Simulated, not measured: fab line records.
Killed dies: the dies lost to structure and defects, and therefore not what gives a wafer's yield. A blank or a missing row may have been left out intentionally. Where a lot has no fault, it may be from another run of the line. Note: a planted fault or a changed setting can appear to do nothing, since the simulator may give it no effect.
Chamber matching :: flow n5_finfet :: N5_BEOL_M1_CO_CAP_55 on cvd_co-01 has 3 sister chambers
The step material Co, precursor CCTBA/H2, target thk 2 nm, time 102.1 s. 18 wafers are shown with their chamber, then 9 later ones without.

WAFERS PAIRED WITH THEIR CHAMBERS
wafer: L079.1
chamber: 0
heater_power_w (W): 212

wafer: L079.5
chamber: 2
heater_power_w (W): 232

wafer: L079.6
chamber: 0
heater_power_w (W): 212

wafer: L081.4
chamber: 0
heater_power_w (W): 218

wafer: L081.5
chamber: 1
heater_power_w (W): 231

wafer: L081.6
chamber: 2
heater_power_w (W): 234

wafer: L082.2
chamber: 1
heater_power_w (W): 234

wafer: L082.3
chamber: 2
heater_power_w (W): 230

wafer: L082.6
chamber: 2
heater_power_w (W): 235

wafer: L083.1
chamber: 1
heater_power_w (W): 229

wafer: L083.2
chamber: 0
heater_power_w (W): 210

wafer: L083.4
chamber: 1
heater_power_w (W): 231

wafer: L084.1
chamber: 0
heater_power_w (W): 211

wafer: L084.2
chamber: 2
heater_power_w (W): 230

wafer: L084.3
chamber: 1
heater_power_w (W): 234

wafer: L086.2
chamber: 1
heater_power_w (W): 234

wafer: L086.3
chamber: 0
heater_power_w (W): 217

wafer: L086.5
chamber: 2
heater_power_w (W): 237

SIGNATURES, as means of the wafers listed above
reading: heater_power_w
chamber 0: 213.33
chamber 1: 232.17
chamber 2: 233.00
scatter within a chamber: 2.81
Rule: for a wafer and a chamber, the distance is found by dividing, reading by reading, the gap between the wafer's reading and the chamber's mean by the reading's scatter, squaring, summing and taking the root. The wafer belongs to the nearest chamber; if the next one is less than 2 further off, it can't be placed. The scatter is the square root of a quotient: the sum, over the shown wafers, of each reading's squared deviation from its chamber's mean, divided by wafers minus chambers.

WAFERS MISSING THEIR CHAMBER
wafer: L089.3
heater_power_w (W): 224

wafer: L089.5
heater_power_w (W): 212

wafer: L089.6
heater_power_w (W): 233

wafer: L093.3
heater_power_w (W): 232

wafer: L093.4
heater_power_w (W): 238

wafer: L093.6
heater_power_w (W): 217

wafer: L094.1
heater_power_w (W): 235

wafer: L094.2
heater_power_w (W): 216

wafer: L094.6
heater_power_w (W): 225

WHICH CHAMBER EACH WENT THROUGH
wafer: L089.3
from the rows above: can't be placed: 1 or 2 or 0
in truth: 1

wafer: L089.5
from the rows above: 0
in truth: 0

wafer: L089.6
from the rows above: can't be placed: 2 or 1
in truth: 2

wafer: L093.3
from the rows above: can't be placed: 1 or 2
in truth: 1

wafer: L093.4
from the rows above: can't be placed: 2 or 1
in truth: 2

wafer: L093.6
from the rows above: 0
in truth: 0

wafer: L094.1
from the rows above: can't be placed: 2 or 1
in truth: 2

wafer: L094.2
from the rows above: 0
in truth: 0

wafer: L094.6
from the rows above: can't be placed: 1 or 2 or 0
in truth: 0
Placed correctly: 3 of 9. Not placeable from these rows: 6 (in 6, the candidates include the true chamber). Number placed wrongly: 0.
